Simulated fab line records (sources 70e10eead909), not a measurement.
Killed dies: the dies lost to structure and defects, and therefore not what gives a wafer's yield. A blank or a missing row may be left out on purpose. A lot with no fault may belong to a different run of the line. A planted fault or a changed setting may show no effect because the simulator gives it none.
Chamber matching :: flow nand-harc :: NHARC_A_CHANNEL_FILL_D1_CMP_10 on cmp-03: 4 sister chambers
The step polishes, target thk 150 nm. 14 wafers are shown with their chamber, then 7 later ones without.

EACH WAFER AND ITS CHAMBER
wafer: L516.1
chamber: 3
motor-current-A (A): 13.0
time-to-endpoint-s (s): 18.2
slurry-filter-dp-kPa (kPa): 13.26

wafer: L516.4
chamber: 0
motor-current-A (A): 12.6
time-to-endpoint-s (s): 15.3
slurry-filter-dp-kPa (kPa): 13.41

wafer: L516.6
chamber: 0
motor-current-A (A): 12.2
time-to-endpoint-s (s): 14.4
slurry-filter-dp-kPa (kPa): 13.74

wafer: L519.1
chamber: 0
motor-current-A (A): 12.5
time-to-endpoint-s (s): 18.3
slurry-filter-dp-kPa (kPa): 13.45

wafer: L519.3
chamber: 3
motor-current-A (A): 13.0
time-to-endpoint-s (s): 20.8
slurry-filter-dp-kPa (kPa): 13.44

wafer: L519.5
chamber: 3
motor-current-A (A): 13.8
time-to-endpoint-s (s): 20.2
slurry-filter-dp-kPa (kPa): 13.59

wafer: L521.1
chamber: 0
motor-current-A (A): 12.3
time-to-endpoint-s (s): 13.2
slurry-filter-dp-kPa (kPa): 13.40

wafer: L521.3
chamber: 3
motor-current-A (A): 13.3
time-to-endpoint-s (s): 16.7
slurry-filter-dp-kPa (kPa): 13.52

wafer: L521.6
chamber: 1
motor-current-A (A): 11.7
time-to-endpoint-s (s): 13.9
slurry-filter-dp-kPa (kPa): 13.56

wafer: L525.4
chamber: 0
motor-current-A (A): 12.3
time-to-endpoint-s (s): 15.9
slurry-filter-dp-kPa (kPa): 13.43

wafer: L525.5
chamber: 2
motor-current-A (A): 12.4
time-to-endpoint-s (s): 18.0
slurry-filter-dp-kPa (kPa): 13.58

wafer: L525.6
chamber: 1
motor-current-A (A): 11.5
time-to-endpoint-s (s): 14.0
slurry-filter-dp-kPa (kPa): 13.62

wafer: L523.1
chamber: 0
motor-current-A (A): 12.3
time-to-endpoint-s (s): 16.8
slurry-filter-dp-kPa (kPa): 13.76

wafer: L523.3
chamber: 1
motor-current-A (A): 12.7
time-to-endpoint-s (s): 15.7
slurry-filter-dp-kPa (kPa): 13.42

SIGNATURES (averages over the wafers above)
reading: motor-current-A
chamber 0: 12.367
chamber 1: 11.967
chamber 2: 12.400
chamber 3: 13.275
scatter within a chamber: 0.37

reading: time-to-endpoint-s
chamber 0: 15.650
chamber 1: 14.533
chamber 2: 18.000
chamber 3: 18.975
scatter within a chamber: 1.7

reading: slurry-filter-dp-kPa
chamber 0: 13.5317
chamber 1: 13.5333
chamber 2: 13.5800
chamber 3: 13.4525
scatter within a chamber: 0.15
Rule: a wafer lies at a distance from a chamber equal to the root of the sum of squares, over the readings, of (its reading less the chamber's mean, divided by the reading's scatter). The wafer belongs to the nearest chamber; if the next one is less than 2 further off, it can't be placed. The scatter: the root of (the sum of the squares of (reading less its chamber's mean) over the shown wafers, divided by (wafers less chambers)).

WAFERS WHOSE CHAMBER IS MISSING
wafer: L523.4
motor-current-A (A): 12.2
time-to-endpoint-s (s): 21.9
slurry-filter-dp-kPa (kPa): 13.19

wafer: L526.3
motor-current-A (A): 12.5
time-to-endpoint-s (s): 10.9
slurry-filter-dp-kPa (kPa): 13.50

wafer: L526.4
motor-current-A (A): 13.1
time-to-endpoint-s (s): 16.0
slurry-filter-dp-kPa (kPa): 13.40

wafer: L526.5
motor-current-A (A): 12.7
time-to-endpoint-s (s): 18.6
slurry-filter-dp-kPa (kPa): 13.37

wafer: L529.1
motor-current-A (A): 12.4
time-to-endpoint-s (s): 13.7
slurry-filter-dp-kPa (kPa): 13.45

wafer: L529.5
motor-current-A (A): 12.7
time-to-endpoint-s (s): 21.4
slurry-filter-dp-kPa (kPa): 13.62

wafer: L529.6
motor-current-A (A): 12.1
time-to-endpoint-s (s): 15.6
slurry-filter-dp-kPa (kPa): 13.52

THE CHAMBER EACH PASSED THROUGH
wafer: L523.4
from the rows above: can't be placed: 2 or 3 or 0 or 1
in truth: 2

wafer: L526.3
from the rows above: can't be placed: 1 or 0 or 2
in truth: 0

wafer: L526.4
from the rows above: can't be placed: 3 or 0 or 2 or 1
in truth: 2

wafer: L526.5
from the rows above: can't be placed: 2 or 3 or 0 or 1
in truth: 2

wafer: L529.1
from the rows above: can't be placed: 0 or 1 or 2
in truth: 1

wafer: L529.5
from the rows above: can't be placed: 2 or 3 or 0
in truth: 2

wafer: L529.6
from the rows above: can't be placed: 0 or 1 or 2
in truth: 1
Correct placement for 0 of the 7. Unplaceable from these rows: 7, with the true chamber sitting among the candidates in 7. Wrongly placed: 0.
